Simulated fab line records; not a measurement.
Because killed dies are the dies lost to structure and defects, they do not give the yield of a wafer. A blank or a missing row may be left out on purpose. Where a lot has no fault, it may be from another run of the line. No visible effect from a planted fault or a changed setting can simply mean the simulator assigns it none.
fab line records	flow n5_finfet
[record] lots = 9	wafers = 27	last_day = 18
route steps=1938 shown SD_EPI_P@315 SD_ACTIVATION@331 BEOL_M4@1111 PASSIVATION@1936
lots untouched by any fault: they come from a run of this same line in which no faults occurred
start_h: the number of hours between the record's first day and the start of the first shown wafer of the lot	wait_h: time in hours since the lot's previous step	" as in the row above	L1.1+2: a row that stands for several wafers	- no value present, or no start provided	* or withheld: withheld	< > ~ a bound
route shown NAME@n: a module of which the file shows steps, and the number in the route of the first	usual: mean/standard deviation taken from wafers without a fault	same: alike in all rows	chamber/n: place in a boat	sites: the reading at each site	_std_site: their standard deviation	_edge_site: mean of outer sites minus mean of inner sites	radius_mm: how far each site lies from the wafer's centre	mask NAME#n: copy n	behind: the tool/chamber that last shaped the wafer	hold: why the lot went on hold/how many hours it stayed there/how the hold came to an end	device: the transistor (n, p or np) that didn't switch	end of line: the same wafers' tests at the end of the route	a step without rows: its recipe alone	killed: dies lost to structure and defects at the first sort, not the wafer's yield	map: a wafer's dies, marking killed ones x, the rest . and places with no die _
set.NAME: the run value of the setting; set.NAME@STEP: its run value at that earlier step	model.NAME: the simulator's own value behind a step, which no gauge read
a sample of lots followed through the steps of the route, with each step as a table and each wafer as a row
services: the hour from which a tool's chamber was out of use, counted from the record's first day as start_h (under 0 if before that day), plus the number of hours and why
[[steps]]
[step N5_SD_EPI_P_WET_ETCH_45]
[recipe] chemistry = dHF	dilution = withheld	time_s = 10.7	target = SiO2	target_depth_a = 20	temp_c = 25	dry = ipa_marangoni	rinse_time_s = 30	rinse_temp_c = 23
[usual] temp_c = 25.00/0.12
lot.wafer	tool	chamber	start_h	wait_h	temp_c
L270.1	wet_bench-06	3	55.30	0.1	25.14
L270.4	"	7	"	"	24.98
L270.5	"	0	"	"	24.95
L272.1	wet_bench-03	7	66.69	0.1	25.25
L272.2	"	0	"	"	24.95
L272.4	"	3	"	"	25.17
L274.2	wet_bench-06	2	81.52	0.1	24.83
L274.4	"	3	"	"	25.04
L274.6	"	1	"	"	25.06
L281.1	wet_bench-03	1	123.26	0.1	25.15
L281.3	"	4	"	"	25.00
L281.5	"	0	"	"	25.10
L282.2	wet_bench-03	0	129.94	0.1	24.85
L282.3	"	3	"	"	24.88
L282.6	"	7	"	"	25.18
L285.1	wet_bench-02	5	146.51	0.1	24.95
L285.5	"	3	"	"	25.15
L285.6	"	6	"	"	24.88
L288.1	wet_bench-02	0	163.89	0.1	24.77
L288.2	"	7	"	"	24.97
L288.4	"	6	"	"	24.87
L292.1	wet_bench-06	2	195.82	0.1	24.95
L292.4	"	7	"	"	24.96
L292.5	"	1	"	"	25.14
L293.1	wet_bench-03	7	199.45	0.1	24.98
L293.3	"	0	"	"	25.15
L293.5	"	3	"	"	25.03
[step N5_SD_EPI_P_STRIP_40]
[recipe] chemistry = N2/H2	power_w = 1000	temp_c = 250	h2_frac = 0.65	overash_fraction = 0.3	pressure_mtorr = withheld	n2_flow_sccm = 1750	h2_flow_sccm = 3250
[usual] drypump_motor_current_A = 5.6/0.44	heater_power_w = 315/66	oes_product_au = 0.762/0.011	temp_c = 250.03/0.21
lot.wafer	tool	chamber	start_h	wait_h	drypump_motor_current_A	heater_power_w	oes_product_au	rf_hours_counter_h	temp_c
L270.1	plasma_asher-01	0	55.36	0.0	5.1	323	0.753	33	250.02
L270.4	"	0	"	"	5.1	336	0.746	-	250.40
L270.5	"	0	"	"	5.1	327	0.780	-	250.27
L272.1	plasma_asher-02	0	66.74	0.0	5.7	366	0.763	81	250.19
L272.2	"	1	"	"	6.0	226	0.736	81	249.74
L272.4	"	1	"	"	6.0	227	0.760	-	249.97
L274.2	plasma_asher-02	1	81.57	0.0	6.0	229	0.755	86	250.39
L274.4	"	1	"	"	6.0	226	0.762	-	249.91
L274.6	"	1	"	"	5.9	226	0.762	-	249.99
L281.1	plasma_asher-02	0	123.31	0.0	5.7	380	0.767	91	250.04
L281.3	"	1	"	"	6.0	231	0.754	-	250.00
L281.5	"	1	"	"	6.0	220	0.772	-	250.31
L282.2	plasma_asher-02	0	129.99	0.0	5.7	375	0.759	92	250.43
L282.3	"	1	"	"	6.0	231	0.773	-	249.89
L282.6	"	1	"	"	6.0	227	0.751	-	250.00
L285.1	plasma_asher-02	1	146.56	0.0	6.0	234	0.772	99	249.81
L285.5	"	1	"	"	6.0	226	0.773	-	249.95
L285.6	"	0	"	"	5.7	373	0.752	-	249.67
L288.1	plasma_asher-02	0	164.15	0.2	5.7	369	0.769	106	250.38
L288.2	"	1	"	"	6.0	227	0.754	106	250.07
L288.4	"	0	"	"	5.7	372	0.776	-	250.43
L292.1	plasma_asher-01	1	195.87	0.0	4.7	366	0.772	56	250.11
L292.4	"	0	"	"	5.1	334	0.756	-	250.14
L292.5	"	0	"	"	5.1	321	0.773	-	249.69
L293.1	plasma_asher-02	0	199.50	0.0	5.7	371	0.754	113	249.99
L293.3	"	1	"	"	6.0	225	0.775	-	250.11
L293.5	"	1	"	"	6.0	231	0.786	-	250.07
[step N5_SD_EPI_P_EPI_MEAS_23]
[recipe] mode = xrd
[usual] thk_nm = 60.8/1.2
lot.wafer	tool	chamber	start_h	wait_h	thk_nm
L270.1	film_metro-01	-	58.07	1.8	62.9
L270.4	"	-	"	"	62.6
L270.5	"	-	"	"	60.2
L272.1	film_metro-02	-	70.30	2.4	58.3
L272.2	"	-	"	"	59.4
L272.4	"	-	"	"	60.1
L274.2	film_metro-01	-	85.13	2.0	62.7
L274.4	"	-	"	"	60.9
L274.6	"	-	"	"	59.5
L281.1	film_metro-01	-	126.87	2.4	60.4
L281.3	"	-	"	"	59.6
L281.5	"	-	"	"	62.5
L282.2	film_metro-02	-	133.55	2.0	59.0
L282.3	"	-	"	"	59.9
L282.6	"	-	"	"	58.8
L285.1	film_metro-02	-	149.27	1.8	60.3
L285.5	"	-	"	"	60.2
L285.6	"	-	"	"	61.9
L288.1	film_metro-02	-	166.86	1.8	60.1
L288.2	"	-	"	"	61.8
L288.4	"	-	"	"	60.0
L292.1	film_metro-01	-	198.58	1.8	60.4
L292.4	"	-	"	"	59.5
L292.5	"	-	"	"	60.1
L293.1	film_metro-02	-	202.21	1.8	62.5
L293.3	"	-	"	"	60.6
L293.5	"	-	"	"	62.2
[step N5_SD_EPI_P_INSPECT_26]
[recipe] inspect_instrument = darkfield	mode = post_epi
[usual] raw_defect_count = 170/35
lot.wafer	tool	chamber	start_h	wait_h	raw_defect_count
L270.1	defect_inspect-02	-	58.25	0.0	126
L270.4	"	-	"	"	149
L270.5	"	-	"	"	128
L272.1	defect_inspect-02	-	70.47	0.0	174
L272.2	"	-	"	"	113
L272.4	"	-	"	"	134
L274.2	defect_inspect-01	-	85.30	0.0	174
L274.4	"	-	"	"	178
L274.6	"	-	"	"	150
L281.1	defect_inspect-02	-	127.05	0.0	881
L281.3	"	-	"	"	857
L281.5	"	-	"	"	913
L282.2	defect_inspect-02	-	133.72	0.0	884
L282.3	"	-	"	"	883
L282.6	"	-	"	"	792
L285.1	defect_inspect-01	-	149.44	0.0	165
L285.5	"	-	"	"	152
L285.6	"	-	"	"	161
L288.1	defect_inspect-02	-	167.04	0.0	208
L288.2	"	-	"	"	200
L288.4	"	-	"	"	177
L292.1	defect_inspect-01	-	198.76	0.0	170
L292.4	"	-	"	"	123
L292.5	"	-	"	"	188
L293.1	defect_inspect-01	-	202.39	0.0	161
L293.3	"	-	"	"	194
L293.5	"	-	"	"	136
[step N5_SD_ACTIVATION_LSA_01]
[recipe] temp_c = 1080	time_s = 0.0008	ambient = N2
[usual] wafer_temp_C_max = 1087.1/2.5
lot.wafer	tool	chamber	start_h	wait_h	wafer_temp_C_max
L270.1	laser_anneal-01	0	58.48	0.2	1087.4
L270.4	"	0	"	"	1086.6
L270.5	"	0	"	"	1090.0
L272.1	laser_anneal-01	0	70.75	0.2	1089.1
L272.2	"	0	"	"	1087.5
L272.4	"	0	"	"	1090.9
L274.2	laser_anneal-01	0	85.56	0.2	1086.9
L274.4	"	0	"	"	1089.7
L274.6	"	0	"	"	1090.7
L281.1	laser_anneal-02	0	127.34	0.2	1083.1
L281.3	"	0	"	"	1086.1
L281.5	"	0	"	"	1085.4
L282.2	laser_anneal-01	0	133.98	0.2	1087.7
L282.3	"	0	"	"	1087.7
L282.6	"	0	"	"	1087.8
L285.1	laser_anneal-02	0	149.87	0.2	1083.9
L285.5	"	0	"	"	1083.3
L285.6	"	0	"	"	1086.8
L288.1	laser_anneal-01	0	167.32	0.2	1090.0
L288.2	"	0	"	"	1089.5
L288.4	"	0	"	"	1087.8
L292.1	laser_anneal-01	0	199.12	0.2	1088.6
L292.4	"	0	"	"	1092.5
L292.5	"	0	"	"	1089.0
L293.1	laser_anneal-01	0	203.05	0.2	1087.3
L293.3	"	0	"	"	1090.6
L293.5	"	0	"	"	1086.4
[step N5_SD_ACTIVATION_INSPECT_02]
[recipe] inspect_instrument = darkfield	mode = post_anneal
[usual] raw_defect_count = 169/35
lot.wafer	tool	chamber	start_h	wait_h	raw_defect_count
L270.1	defect_inspect-01	-	59.00	0.2	139
L270.4	"	-	"	"	137
L270.5	"	-	"	"	130
L272.1	defect_inspect-02	-	71.28	0.2	182
L272.2	"	-	"	"	106
L272.4	"	-	"	"	134
L274.2	defect_inspect-01	-	86.06	0.2	156
L274.4	"	-	"	"	181
L274.6	"	-	"	"	148
L281.1	defect_inspect-01	-	127.86	0.2	847
L281.3	"	-	"	"	831
L281.5	"	-	"	"	915
L282.2	defect_inspect-01	-	134.47	0.1	886
L282.3	"	-	"	"	864
L282.6	"	-	"	"	795
L285.1	defect_inspect-01	-	150.39	0.2	161
L285.5	"	-	"	"	154
L285.6	"	-	"	"	166
L288.1	defect_inspect-01	-	167.84	0.2	206
L288.2	"	-	"	"	183
L288.4	"	-	"	"	175
L292.1	defect_inspect-02	-	199.66	0.2	172
L292.4	"	-	"	"	135
L292.5	"	-	"	"	189
L293.1	defect_inspect-01	-	203.57	0.2	161
L293.3	"	-	"	"	184
L293.5	"	-	"	"	141
[step N5_BEOL_M4_RC_MEAS_101]
[usual] DIBL_N = 35.7/1.3	DIBL_P = 35.4/1.8	IOFF_N = 0.152/0.027	IOFF_P = 0.20/0.034	ION_N = 672/9.8	ION_P = 461/7.5	SS_N = 71.4/0.55	SS_P = 73.1/0.61	VT_N = 251/3.3	VT_P = -251/3.6
lot.wafer	tool	chamber	start_h	wait_h	DIBL_N[mV/V]	DIBL_P[mV/V]	IOFF_N[nA/um]	IOFF_P[nA/um]	ION_N[uA/um]	ION_P[uA/um]	SS_N[mV/dec]	SS_P[mV/dec]	VT_N[mV]	VT_P[mV]
L270.1	prober-02	0	162.74	0.0	37.2	39.2	0.199	0.27	681	469	72.2	74.2	247	-244
L270.4	"	0	"	"	35.0	38.2	0.160	0.24	672	465	71.1	73.9	248	-246
L270.5	"	0	"	"	35.2	36.6	0.161	0.22	684	467	71.0	73.7	248	-247
L272.1	prober-01	0	179.12	0.0	38.6	38.5	0.217	0.30	674	468	72.4	74.4	248	-244
L272.2	"	0	"	"	34.7	32.9	0.139	0.21	671	463	71.0	72.9	251	-249
L272.4	"	0	"	"	34.8	34.2	0.144	0.22	673	460	71.6	73.5	251	-248
L274.2	prober-01	0	191.24	0.2	35.8	36.2	0.162	0.18	676	452	71.3	73.1	253	-258
L274.4	"	0	"	"	36.4	37.6	0.186	0.19	688	469	71.3	73.7	246	-252
L274.6	"	0	"	"	36.6	37.3	0.188	0.19	673	453	72.3	73.8	251	-253
L281.1	prober-02	0	236.93	0.0	37.6	35.4	0.182	0.22	679	466	71.1	72.9	245	-248
L281.3	"	0	"	"	37.1	35.1	0.195	0.23	686	469	70.6	73.9	244	-245
L281.5	"	0	"	"	36.1	34.5	0.168	0.21	684	468	70.3	73.2	244	-248
L282.2	prober-02	0	240.16	0.2	35.2	34.3	0.139	0.16	649	445	71.2	73.1	252	-256
L282.3	"	0	"	"	34.1	33.3	0.125	0.15	659	449	70.1	73.0	251	-256
L282.6	"	0	"	"	35.6	35.7	0.146	0.17	653	445	71.2	73.2	254	-256
L285.1	prober-01	0	256.09	0.0	35.6	34.7	0.137	0.17	675	451	71.7	73.1	254	-254
L285.5	"	0	"	"	35.8	35.1	0.145	0.18	665	456	71.5	73.2	253	-256
L285.6	"	0	"	"	37.4	37.0	0.172	0.21	670	454	71.8	73.4	250	-251
L288.1	prober-02	0	280.66	0.0	39.0	38.9	0.201	0.28	685	474	71.8	74.3	246	-246
L288.2	"	0	"	"	38.2	37.8	0.196	0.27	691	479	72.4	74.4	248	-244
L288.4	"	0	"	"	37.7	37.7	0.175	0.26	677	472	71.4	74.6	248	-244
L292.1	prober-01	0	308.16	0.0	34.3	34.6	0.123	0.18	663	458	71.2	72.0	253	-252
L292.4	"	0	"	"	36.4	36.6	0.150	0.20	673	464	71.5	73.5	250	-250
L292.5	"	0	"	"	35.3	35.2	0.124	0.17	667	456	71.2	72.7	253	-251
L293.1	prober-02	0	318.48	0.0	34.8	33.5	0.121	0.19	674	459	70.5	73.0	254	-252
L293.3	"	0	"	"	33.8	32.4	0.104	0.17	653	457	70.8	72.3	259	-253
L293.5	"	0	"	"	35.4	34.7	0.132	0.20	668	467	71.3	73.0	252	-249
[step N5_PASSIVATION_PROBE_49]
[usual] defect_limited_yield = 91.5/1.3	killed_at_M0_to_M3 = 33/11	killed_at_M4_up = 14/5.3	killed_at_contacts = 11/6.3	killed_at_front_end = 38/10	killed_at_other = 3.7/2.8	killed_dies = 101/16	killed_open = 67/12	killed_short = 32/7.4	sort_bin_5_function = 5.0/0.86	sort_bin_6_memory = 3.2/0.69	sort_n_pass = 1079/16	sort_yield_pct = 91.5/1.3
[same] gross_dies = 1180	killed_at_back_side = 0	sort_bin_4_leakage[%] = 0	sort_bin_8_speed[%] = 0
lot.wafer	tool	chamber	start_h	wait_h	defect_limited_yield[%]	killed_at_M0_to_M3	killed_at_M4_up	killed_at_contacts	killed_at_front_end	killed_at_other	killed_dies	killed_open	killed_short	sort_bin_5_function[%]	sort_bin_6_memory[%]	sort_n_pass	sort_yield_pct[%]
L270.1	prober-01	-	273.72	0.0	92.4	42	4	12	29	3	90	60	30	4.9	2.5	1090	92.4
L270.4	prober-01	-	273.87	0.2	90.0	56	8	14	34	6	118	78	40	5.8	3.8	1062	90.0
L270.5	prober-01	-	273.92	0.2	90.8	47	11	12	35	4	109	78	31	6.4	2.5	1071	90.8
L281.1	prober-02	-	338.59	0.0	90.6	15	16	5	75	0	111	39	20	5.2	2.7	1069	90.6
L281.3	prober-02	-	338.69	0.1	85.8	21	3	15	127	2	168	42	35	8.5	3.1	1012	85.8
L281.5	prober-02	-	338.79	0.2	83.1	14	9	9	164	4	200	45	22	10.0	3.9	980	83.1
L282.2	prober-01	-	347.54	0.1	79.4	42	10	13	173	5	243	70	37	12.0	4.7	937	79.4
L282.3	prober-01	-	347.59	0.1	78.6	46	18	12	173	3	252	89	40	13.5	4.8	928	78.6
L282.6	prober-01	-	347.74	0.3	81.9	36	18	16	142	2	214	71	23	11.8	3.7	966	81.9
// killed by level:class
L270.1 FIN_SAQP:geometric_particle:open=11 MOL_CONTACT_COAG:geometric_particle:open=11 BEOL_M0_SAQP:geometric_particle:short=11 STI_FIN_REVEAL:geometric_particle:open=6 DUMMY_GATE:geometric_particle:open=5 BEOL_M0_SAQP:geometric_particle:open=5 BEOL_M3:geometric_particle:short=5 BEOL_M1:geometric_particle:open=4
L270.4 BEOL_M2:geometric_particle:open=15 FIN_SAQP:geometric_particle:short=11 MOL_CONTACT_COAG:geometric_particle:open=10 BEOL_M3:geometric_particle:open=9 BEOL_M1:geometric_particle:open=8 BEOL_M0_SAQP:geometric_particle:open=7 FIN_SAQP:geometric_particle:open=5 BEOL_M2:geometric_particle:short=5
L270.5 BEOL_M2:geometric_particle:open=12 MOL_CONTACT_COAG:geometric_particle:open=11 BEOL_M0_SAQP:geometric_particle:open=11 FIN_SAQP:geometric_particle:short=7 BEOL_M5:geometric_particle:open=7 BEOL_M1:geometric_particle:open=7 FIN_SAQP:geometric_particle:open=6 DUMMY_GATE:geometric_particle:open=6
L281.1 SD_EPI_P:unspecified=51 STI_FIN_REVEAL:geometric_particle:open=5 BEOL_M4:geometric_particle:open=5 STARTING-WAFER:geometric_particle:open=5 FIN_SAQP:geometric_particle:open=4 BEOL_M1:geometric_particle:open=4 BEOL_M4:geometric_particle:short=4 MOL_CONTACT_COAG:geometric_particle:open=3
L281.3 SD_EPI_P:unspecified=89 FIN_SAQP:geometric_particle:short=10 STI_FIN_REVEAL:geometric_particle:open=9 MOL_CONTACT_COAG:geometric_particle:short=8 MOL_CONTACT_COAG:geometric_particle:open=7 FIN_SAQP:geometric_particle:open=6 BEOL_M0_SAQP:geometric_particle:open=4 BEOL_M0_SAQP:geometric_particle:short=4
L281.5 SD_EPI_P:unspecified=133 STI_FIN_REVEAL:geometric_particle:open=6 FIN_SAQP:geometric_particle:short=5 MOL_CONTACT_COAG:geometric_particle:open=5 FIN_SAQP:geometric_particle:open=4 MOL_CONTACT_COAG:geometric_particle:short=4 GATE_CUT:geometric_particle:open=4 BEOL_M0_SAQP:geometric_particle:open=4
L282.2 SD_EPI_P:unspecified=134 STI_FIN_REVEAL:geometric_particle:open=16 BEOL_M0_SAQP:geometric_particle:open=13 MOL_CONTACT_COAG:geometric_particle:open=12 BEOL_M0_SAQP:geometric_particle:short=7 FIN_SAQP:geometric_particle:short=6 BEOL_M1:geometric_particle:open=6 BEOL_M2:geometric_particle:open=6
L282.3 SD_EPI_P:unspecified=122 STI_FIN_REVEAL:geometric_particle:open=20 MOL_CONTACT_COAG:geometric_particle:open=11 BEOL_M0_SAQP:geometric_particle:open=9 BEOL_M0_SAQP:geometric_particle:short=9 BEOL_M1:geometric_particle:open=9 BEOL_M1:geometric_particle:short=8 STI_FIN_REVEAL:geometric_particle:short=6
L282.6 SD_EPI_P:unspecified=119 BEOL_M2:geometric_particle:open=17 MOL_CONTACT_COAG:geometric_particle:open=12 BEOL_M4:geometric_particle:open=11 BEOL_M1:geometric_particle:open=7 GATE_CUT:geometric_particle:short=5 STI_FIN_REVEAL:geometric_particle:open=4 MOL_CONTACT_COAG:geometric_particle:short=4
[[services]]
tool	chamber	start_h	hours	kind
plasma_asher-01	-	37.97	2.7	repair
plasma_asher-02	-	42.71	8.5	repair
wet_bench-03	-	69.50	1.9	pm
wet_bench-02	-	89.82	1.7	repair
plasma_asher-02	-	97.39	8.7	pm
laser_anneal-01	-	103.97	5.3	pm
plasma_asher-02	-	111.70	0.6	repair
laser_anneal-01	-	127.99	2.1	pm
laser_anneal-02	-	143.71	0.8	repair
laser_anneal-02	-	159.72	1.6	pm
[[key]]
[first_sign] step = N5_SD_EPI_P_INSPECT_26	reading = raw_defect_count	direction = up	sigmas = 20	usual = 170	struck = 868
[effect] step = N5_SD_ACTIVATION_INSPECT_02	reading = raw_defect_count	direction = up	sigmas = 20	usual = 169	struck = 856
[effect] step = N5_PASSIVATION_PROBE_49	reading = killed_at_front_end	direction = up	sigmas = 10	usual = 38	struck = 142
[more_kills_born_at] N5_SD_EPI_P_WET_ETCH_45@wet_bench-03 = 648
met_at N5_SD_EPI_P_WET_ETCH_45
struck_lots L281,L282
not_acting_at N5_SD_EPI_P_STRIP_40,N5_SD_EPI_P_EPI_MEAS_23,N5_SD_ACTIVATION_LSA_01
onset_between 66.69 123.26
[fault] kind = chamber_particle_source	tool = wet_bench-03	chamber = -	onset_h = 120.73	steps = N5_SD_EPI_P_WET_ETCH_45	rate_per_visit_cm2 = 1.0706	end_h = 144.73
